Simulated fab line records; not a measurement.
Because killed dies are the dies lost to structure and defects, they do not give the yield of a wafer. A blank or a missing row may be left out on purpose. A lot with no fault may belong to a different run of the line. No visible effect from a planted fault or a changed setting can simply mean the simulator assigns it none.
Chamber matching -- flow nand_harc -- cmp-02 running NHARC_P_M0_CMP_23: 4 sister chambers
The step polishes, t overpolish 20 s, target thk 117.54 nm. 8 wafers are shown with their chamber, then 9 later ones without.

EACH WAFER AND ITS CHAMBER
wafer,chamber,motor_current_A (A),time_to_endpoint_s (s)
L083.5,3,10.1,29
L086.1,3,10.5,25
L087.3,0,14.9,23
L087.5,1,12.3,28
L087.6,0,14.5,23
L090.1,1,11.9,33
L090.2,2,11.0,32
L090.5,2,10.5,31

WAFERS WITH NO CHAMBER GIVEN
wafer,motor_current_A (A),time_to_endpoint_s (s)
L094.1,11.8,31
L094.5,11.5,29
L094.6,10.9,31
L095.1,11.1,27
L095.2,11.9,29
L095.3,10.9,31
L097.1,11.6,31
L097.4,10.7,33
L097.5,10.5,29

THE CHAMBER EACH PASSED THROUGH
wafer,from the rows above,in truth
L094.1,1,1
L094.5,can't be placed: 1 or 2 or 3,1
L094.6,2,2
L095.1,can't be placed: 2 or 3 or 1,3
L095.2,1,1
L095.3,2,2
L097.1,can't be placed: 1 or 2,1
L097.4,2,2
L097.5,can't be placed: 3 or 2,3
5 of 9 placed correctly. Unplaceable from these rows: 4, with the true chamber sitting among the candidates in 4. Number placed wrongly: 0.
How it was worked out, from the rows above alone: a wafer's distance from a chamber is the root of the sum, over the readings, of the square of ((its reading less the chamber's mean) divided by the reading's scatter). The wafer belongs to the nearest chamber; if the next one is less than 2 further off, it can't be placed. Each chamber's mean is taken over the wafers shown for it. The scatter is the square root of a quotient: the sum, over the shown wafers, of each reading's squared deviation from its chamber's mean, divided by wafers minus chambers.
